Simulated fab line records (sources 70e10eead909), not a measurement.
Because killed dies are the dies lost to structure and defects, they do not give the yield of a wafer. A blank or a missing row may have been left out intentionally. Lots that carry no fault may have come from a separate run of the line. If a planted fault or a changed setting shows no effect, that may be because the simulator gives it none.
2 desks looking at one fault + flow nand harc + each desk holds nothing but its own numbers, with what lay behind them at the end

== METROLOGY DESK ==
What the gauges read for every lot (on any tool): the sampled wafers with a number, averaged. The brackets show how far a lot's mean lies from the usual mean; more than 4 standard deviations puts the lot out of limits, marked OUT.
Columns: A = cd nm at NHARC_P_M0_CD_MEAS_09, usual 90.1 nm; B = cd nm at NHARC_P_M0_CD_MEAS_16, usual 90.0 nm
| lot  | first seen here | A               | B               |
|------|-----------------|-----------------|-----------------|
| L896 | day 6 10:40     | 90.9            | 91.3            |
| L897 | day 6 18:41     | 90.3            | 90.0            |
| L898 | day 7 04:46     | 89.7            | 90.0            |
| L900 | day 8 03:13     | 90.8            | 90.8            |
| L901 | day 8 17:20     | 90.3            | 90.6            |
| L902 | day 9 01:01     | 90.1            | 89.7            |
| L909 | day 12 06:32    | 82.8 (-9.6) OUT | 81.9 (-8.1) OUT |
| L908 | day 12 07:46    | 84.6 (-7.2) OUT | 84.3 (-5.7) OUT |
| L912 | day 13 02:45    | 90.8            | 91.1            |
| L913 | day 13 17:38    | 90.6            | 89.6            |
| L915 | day 14 15:42    | 89.8            | 89.4            |
| L916 | day 14 17:50    | 89.9            | 89.6            |
| L918 | day 15 19:31    | 89.9            | 89.1            |
This desk finds L908, L909 out of limits, L909 being first, at day 12 06:32 (cd nm at NHARC_P_M0_CD_MEAS_09). In limits: L896, L897, L898, L900, L901, L902, L912, L913, L915, L916, L918.

== FOR THE TOOL OWNER'S DESK: litho track-01 ==
The tool's own readings at NHARC_P_M0_PEB_07 (peb time 65 s): means of the sampled wafers that have a number, for each lot that ran on this tool. The brackets show how far a lot's mean lies from the usual mean; more than 4 standard deviations puts the lot out of limits, marked OUT.
Columns: A = heater power total W at NHARC_P_M0_PEB_07, usual 156.6 W; B = plate temp C at NHARC_P_M0_PEB_07, usual 99.99 C
| lot  | first seen here | A                | B               |
|------|-----------------|------------------|-----------------|
| L897 | day 6 18:37     | 157.1            | 99.95           |
| L898 | day 7 04:41     | 156.5            | 99.83           |
| L900 | day 8 03:08     | 156.6            | 99.93           |
| L901 | day 8 17:16     | 156.6            | 99.92           |
| L909 | day 12 06:27    | 152.4 (-9.6) OUT | 98.11 (-14) OUT |
| L908 | day 12 07:41    | 153.1 (-7.9) OUT | 98.19 (-14) OUT |
| L916 | day 14 17:45    | 156.7            | 99.90           |
This desk finds L908, L909 out of limits, L909 being first, at day 12 06:27 (heater power total W at NHARC_P_M0_PEB_07). In limits: L897, L898, L900, L901, L916.

== TAKEN TOGETHER ==
An alarm could have come from the tool owner's desk at day 12 06:27, on L908, L909.
Metrology desk: alarm possible at day 12 06:32 on L908, L909.
On litho track-01, each named lot ran NHARC_P_M0_PEB_07.

== WHAT THE SIMULATOR HAD INSERTED ==
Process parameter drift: litho track-01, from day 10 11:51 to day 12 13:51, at NHARC_P_M0_PEB_07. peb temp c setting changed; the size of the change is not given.
Shown lots that were struck: L908, L909.
Hours from the fault's start to each desk's first reading out of limits: the tool owner's desk, 43; the metrology desk, 43.
